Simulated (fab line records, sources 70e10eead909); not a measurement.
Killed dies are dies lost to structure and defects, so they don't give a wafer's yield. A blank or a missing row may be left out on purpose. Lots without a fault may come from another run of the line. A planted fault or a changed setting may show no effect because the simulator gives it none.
Which tool did it? | flow nand_harc | 11 lots, 33 wafers sampled, at 6 steps of a route of 1159

WHAT THE GAUGES READ, wafer by wafer
NHARC_P_M1_INSPECT_27. Usual: raw_defect_count 325, standard deviation 130.
lot  | measured     | on                | raw_defect_count | flag
L680 | day 5 20:57  | defect_inspect-02 | 464 429 334      |
L681 | day 6 12:26  | defect_inspect-01 | 282 228 235      |
L684 | day 7 02:11  | defect_inspect-01 | 327 250 384      |
L685 | day 7 10:58  | defect_inspect-01 | 597 444 317      |
L687 | day 8 03:59  | defect_inspect-01 | 290 342 426      |
L688 | day 8 04:37  | defect_inspect-02 | 242 347 197      |
L689 | day 8 14:32  | defect_inspect-02 | 499 393 455      |
L690 | day 8 17:28  | defect_inspect-01 | 191 410 260      |
L692 | day 9 05:35  | defect_inspect-02 | 592 356 321      |
L695 | day 10 02:57 | defect_inspect-01 | 187 201 232      |
L700 | day 10 16:37 | defect_inspect-02 | 267 2213 191     | OFF

NHARC_END_SORT_01. Usual: defect_limited_yield 95.6 %, standard deviation 1.4; killed_at_array 25, standard deviation 9.2; killed_at_other 0.8, standard deviation 1.2; killed_at_periphery 3.9, standard deviation 2.6; killed_dies 30, standard deviation 9.7; killed_open 3.4, standard deviation 1.9; killed_short 2.0, standard deviation 1.4; sort_bin_2_pct 1.4 %, standard deviation 0.62; sort_bin_3_pct 0.24 %, standard deviation 0.2; sort_bin_4_pct 2.8 %, standard deviation 0.92; sort_n_pass 647, standard deviation 9.7; sort_rim_yield_pct 94 %, standard deviation 3.3; sort_yield_pct 95.6 %, standard deviation 1.4.
lot  | measured     | on        | defect_limited_yield (%) | killed_at_array | killed_at_other | killed_at_periphery | killed_dies | killed_open | killed_short | sort_bin_2_pct (%) | sort_bin_3_pct (%) | sort_bin_4_pct (%) | sort_n_pass | sort_rim_yield_pct (%) | sort_yield_pct (%) | flag
L680 | day 20 03:15 | prober-01 | 96.0 97.3 95.9           | 20 15 21        | 0 0 0           | 7 3 7               | 27 18 28    | 1 2 4       | 0 1 4        | 0.9 0.6 0.6        | 0.30 0.15 0.30     | 2.8 1.9 3.2        | 650 659 649 | 88 93 92               | 96.0 97.3 95.9     |
L681 | day 19 19:23 | prober-02 | 97.3 96.8 97.9           | 14 19 11        | 0 0 0           | 4 3 3               | 18 22 14    | 1 2 1       | 0 3 0        | 0.7 1.0 0.6        | 0 0.30 0           | 1.9 1.9 1.5        | 659 655 663 | 97 93 95               | 97.3 96.8 97.9     |
L684 | day 20 19:39 | prober-02 | 95.3 93.9 93.2           | 27 35 38        | 0 0 0           | 5 6 8               | 32 41 46    | 2 7 4       | 3 1 1        | 1.6 1.6 1.9        | 0.30 0.89 0.15     | 2.8 3.5 4.7        | 645 636 631 | 92 86 92               | 95.3 93.9 93.2     |
L685 | day 20 11:01 | prober-01 | 96.9 97.5 96.2           | 20 12 24        | 0 0 0           | 1 5 2               | 21 17 26    | 3 4 3       | 3 2 1        | 0.4 0.4 1.3        | 0.44 0.15 0.15     | 2.2 1.9 2.4        | 656 660 651 | 92 96 91               | 96.9 97.5 96.2     |
L687 | day 21 04:19 | prober-02 | 95.3 94.8 96.3           | 29 30 24        | 2 0 0           | 1 5 1               | 32 35 25    | 4 5 2       | 1 4 2        | 1.0 2.2 1.0        | 0.44 0.44 0.44     | 3.2 2.5 2.2        | 645 642 652 | 96 96 95               | 95.3 94.8 96.3     |
L688 | day 21 03:17 | prober-01 | 95.0 94.4 93.5           | 29 32 38        | 0 0 0           | 5 6 6               | 34 38 44    | 1 5 6       | 5 3 5        | 1.6 1.6 1.8        | 0.44 0.44 0        | 3.0 3.5 4.7        | 643 639 633 | 92 94 89               | 95.0 94.4 93.5     |
L689 | day 21 19:04 | prober-01 | 95.9 95.0 95.9           | 23 26 24        | 1 0 0           | 4 8 4               | 28 34 28    | 3 9 3       | 0 2 3        | 0.9 2.4 1.5        | 0.44 0 0.15        | 2.8 2.7 2.5        | 649 643 649 | 99 97 95               | 95.9 95.0 95.9     |
L690 | day 21 19:50 | prober-02 | 95.4 95.9 93.2           | 28 25 40        | 1 1 0           | 2 2 6               | 31 28 46    | 1 3 6       | 1 4 3        | 1.3 1.3 2.1        | 0.44 0.44 0.30     | 2.8 2.4 4.4        | 646 649 631 | 91 94 92               | 95.4 95.9 93.2     |
L692 | day 22 12:47 | prober-01 | 96.0 95.6 95.7           | 24 24 21        | 0 0 1           | 3 6 7               | 27 30 29    | 5 2 3       | 1 2 3        | 1.3 1.8 1.3        | 0.30 0.30 0.30     | 2.4 2.4 2.7        | 650 647 648 | 92 94 93               | 96.0 95.6 95.7     |
L695 | day 23 08:08 | prober-02 | 94.4 95.4 93.1           | 32 24 46        | 2 3 0           | 4 4 1               | 38 31 47    | 5 2 5       | 2 1 1        | 2.4 2.2 2.1        | 0.15 0 0.59        | 3.1 2.4 4.3        | 639 646 630 | 88 89 95               | 94.4 95.4 93.1     |
L700 | day 23 23:43 | prober-02 | 94.5 0 94.2              | 32 33 33        | 0 1 0           | 5 643 6             | 37 677 39   | 3 3 4       | 1 4 2        | 2.4 2.1 1.9        | 0.30 94.83 0.30    | 2.8 3.1 3.5        | 640 0 638   | 92 0 96                | 94.5 0 94.2        | OFF

WHICH TOOL RAN EACH LOT (tool, then ch and the chambers of the sampled wafers, then the start)
lot  | NHARC_P_M1_STRIP_18               | NHARC_P_M1_DEGAS_29          | NHARC_P_M1_PVD_21                       | NHARC_P_M1_CMP_23
L680 | rie_diel-06 ch 0,2,3, day 5 18:03 | pvd_sputter-02, day 5 18:42  | pvd_sputter-02, day 5 20:28 or earlier  | cmp-03 ch 0,2,3, day 5 20:28
L681 | rie_diel-06 ch 0,1,3, day 6 09:56 | pvd_sputter-03, day 6 10:32  | pvd_sputter-03, day 6 11:58 or earlier  | cmp-04 ch 0,1,2, day 6 11:58
L684 | rie_diel-12 ch 0,2,3, day 6 23:53 | pvd_sputter-01, day 7 00:37  | pvd_sputter-01, day 7 01:43 or earlier  | cmp-04 ch 0,1, day 7 01:43
L685 | rie_diel-12 ch 1,2,3, day 7 08:38 | pvd_sputter-01, day 7 09:16  | pvd_sputter-01, day 7 10:30 or earlier  | cmp-01 ch 0,1,3, day 7 10:30
L687 | rie_diel-06 ch 0,1,3, day 8 01:52 | pvd_sputter-03, day 8 02:25  | pvd_sputter-03, day 8 03:35 or earlier  | cmp-04 ch 0,2,3, day 8 03:35
L688 | rie_diel-06 ch 1,2,3, day 8 02:16 | pvd_sputter-03, day 8 02:55  | pvd_sputter-03, day 8 04:08 or earlier  | cmp-03 ch 1,3, day 8 04:08
L689 | rie_diel-12 ch 0,2,3, day 8 12:23 | pvd_sputter-02, day 8 13:00  | pvd_sputter-02, day 8 14:04 or earlier  | cmp-03 ch 1,2, day 8 14:04
L690 | rie_diel-09 ch 0,1,3, day 8 15:17 | pvd_sputter-03, day 8 15:54  | pvd_sputter-03, day 8 16:59 or earlier  | cmp-04 ch 1,2,3, day 8 16:59
L692 | rie_diel-09 ch 1,2,3, day 9 03:23 | pvd_sputter-03, day 9 04:01  | pvd_sputter-03, day 9 05:07 or earlier  | cmp-01 ch 0,1,3, day 9 05:07
L695 | rie_diel-06 ch 0,3, day 10 00:36  | pvd_sputter-03, day 10 01:22 | pvd_sputter-03, day 10 02:34 or earlier | cmp-03 ch 1,2,3, day 10 02:34
L700 | rie_diel-09 ch 0,3, day 10 14:17  | pvd_sputter-02, day 10 14:55 | pvd_sputter-02, day 10 16:10 or earlier | cmp-04 ch 0,2, day 10 16:10
- NHARC_P_M1_STRIP_18: strips in N2/H2.
- NHARC_P_M1_DEGAS_29: time 60 s.
- NHARC_P_M1_PVD_21: deposits Cu, target thk 30 nm, time 20.49 s.
- NHARC_P_M1_CMP_23: polishes, t overpolish 20 s, target thk 157.82 nm.

WHAT THE TOOLS THEMSELVES READ (means of the sampled wafers that have a number; where no wafer has one, the mark that the record gives instead)
NHARC_P_M1_STRIP_18. Usual: drypump_motor_current_A 5.8 A, standard deviation 0.46; h2_flow_sccm 150.0 sccm, standard deviation 0.48; oes_product_au 0.998 a.u., standard deviation 0.011; rf_vpp_V 91.0 V, standard deviation 1; showerhead_plenum_p_Torr 2.12 Torr, standard deviation 0.092; throttle_valve_pct 14.172 %, standard deviation 0.0084.
lot  | tool        | drypump_motor_current_A (A) | h2_flow_sccm (sccm) | oes_product_au (a.u.) | rf_vpp_V (V) | showerhead_plenum_p_Torr (Torr) | throttle_valve_pct (%) | flag
L680 | rie_diel-06 | 6.3                         | 149.9               | 0.999                 | 91.0         | 2.10                            | 14.172                 |
L681 | rie_diel-06 | 6.1                         | 150.1               | 0.999                 | 91.4         | 2.10                            | 14.168                 |
L684 | rie_diel-12 | 5.8                         | 149.8               | 1.000                 | 90.8         | 2.16                            | 14.175                 |
L685 | rie_diel-12 | 5.8                         | 150.1               | 1.009                 | 89.6         | 2.08                            | 14.166                 |
L687 | rie_diel-06 | 6.1                         | 149.7               | 0.992                 | 91.2         | 2.10                            | 14.167                 |
L688 | rie_diel-06 | 5.9                         | 150.3               | 0.994                 | 91.2         | 2.18                            | 14.173                 |
L689 | rie_diel-12 | 5.8                         | 149.8               | 0.999                 | 91.2         | 2.16                            | 14.163                 |
L690 | rie_diel-09 | 5.6                         | 150.0               | 1.005                 | 90.9         | 2.14                            | 14.171                 |
L692 | rie_diel-09 | 5.5                         | 149.9               | 0.992                 | 91.0         | 2.12                            | 14.174                 |
L695 | rie_diel-06 | 6.3                         | 150.2               | 0.997                 | 90.5         | 2.11                            | 14.169                 |
L700 | rie_diel-09 | 5.4                         | 150.0               | 1.000                 | 91.1         | 2.17                            | 14.175                 |

NHARC_P_M1_DEGAS_29. Usual: heater_power_w 336 W, standard deviation 20.
lot  | tool           | heater_power_w (W) | flag
L680 | pvd_sputter-02 | 342                |
L681 | pvd_sputter-03 | 326                |
L684 | pvd_sputter-01 | 340                |
L685 | pvd_sputter-01 | 361                |
L687 | pvd_sputter-03 | 326                |
L688 | pvd_sputter-03 | 332                |
L689 | pvd_sputter-02 | 348                |
L690 | pvd_sputter-03 | 330                |
L692 | pvd_sputter-03 | 327                |
L695 | pvd_sputter-03 | 323                |
L700 | pvd_sputter-02 | 332                |

NHARC_P_M1_PVD_21. Usual: substrate_temp_c 29.99 C, standard deviation 0.1; throttle_valve_pct 30.2 %, standard deviation 0.43.
lot  | tool           | substrate_temp_c (C) | throttle_valve_pct (%) | flag
L680 | pvd_sputter-02 | 30.06                | 30.0                   |
L681 | pvd_sputter-03 | 29.96                | 30.2                   |
L684 | pvd_sputter-01 | 29.95                | 30.4                   |
L685 | pvd_sputter-01 | 29.97                | 30.5                   |
L687 | pvd_sputter-03 | 29.95                | 30.3                   |
L688 | pvd_sputter-03 | 29.93                | 29.9                   |
L689 | pvd_sputter-02 | 29.99                | 29.8                   |
L690 | pvd_sputter-03 | 30.11                | 30.3                   |
L692 | pvd_sputter-03 | 30.07                | 30.3                   |
L695 | pvd_sputter-03 | 29.97                | 30.0                   |
L700 | pvd_sputter-02 | 30.00                | 30.2                   |

NHARC_P_M1_CMP_23. Usual: edge_zone_pressure_frac 0.999, standard deviation 0.0048; motor_current_A 11.2 A, standard deviation 0.89; retaining_ring_pressure_frac 1.000, standard deviation 0.005; time_to_endpoint_s 29.3 s, standard deviation 2.6.
lot  | tool   | edge_zone_pressure_frac | motor_current_A (A) | retaining_ring_pressure_frac | time_to_endpoint_s (s) | flag
L680 | cmp-03 | 1.003                   | 11.3                | 0.992                        | 28.9                   |
L681 | cmp-04 | 0.998                   | 10.8                | 1.001                        | 28.4                   |
L684 | cmp-04 | 1.002                   | 11.6                | 1.002                        | 32.5                   |
L685 | cmp-01 | 0.996                   | 11.8                | 1.000                        | 29.1                   |
L687 | cmp-04 | 0.994                   | 10.9                | 1.002                        | 30.8                   |
L688 | cmp-03 | 1.001                   | 11.6                | 0.996                        | 28.5                   |
L689 | cmp-03 | 1.005                   | 11.1                | 0.997                        | 29.3                   |
L690 | cmp-04 | 1.000                   | 10.4                | 0.995                        | 27.5                   |
L692 | cmp-01 | 1.000                   | 12.0                | 0.998                        | 27.3                   |
L695 | cmp-03 | 0.999                   | 11.8                | 1.002                        | 27.7                   |
L700 | cmp-04 | 0.996                   | 11.2                | 0.999                        | 33.7                   |

THE ANSWER, worked out from the rows above alone
Rule: a lot is off if the mean of its wafers that have a number lies more than 3 standard deviations from the usual mean. A lot without any number at a reading at which 4 lots or more have one is off too. The other lots that the step has rows for count as sound. The gauges are gone through in route order, then the tools' own readings, and for those a lot's mean is taken as printed above. The first step at which some lot is off is used, and at that step the reading that is off furthest; a lot without a number counts as furthest.
Off: L700, at NHARC_P_M1_INSPECT_27 (raw_defect_count).
A tool fits if, at a process step before that reading, it ran every lot that is off, and no sound lot after the first of them. The gauges at NHARC_P_M1_INSPECT_27 aren't tried: what is off there is off at NHARC_END_SORT_01 too, on other tools, and a gauge's error can't cause that. NHARC_P_M1_PVD_21 gives no start for some lots, so the hours and the order of its lots are those of NHARC_P_M1_CMP_23. Can't be told from this: 3 tools fit, rie_diel-09 at NHARC_P_M1_STRIP_18, pvd_sputter-02 at NHARC_P_M1_DEGAS_29 and NHARC_P_M1_PVD_21, cmp-04 at NHARC_P_M1_CMP_23.

WHAT THE SIMULATOR HAD PUT IN
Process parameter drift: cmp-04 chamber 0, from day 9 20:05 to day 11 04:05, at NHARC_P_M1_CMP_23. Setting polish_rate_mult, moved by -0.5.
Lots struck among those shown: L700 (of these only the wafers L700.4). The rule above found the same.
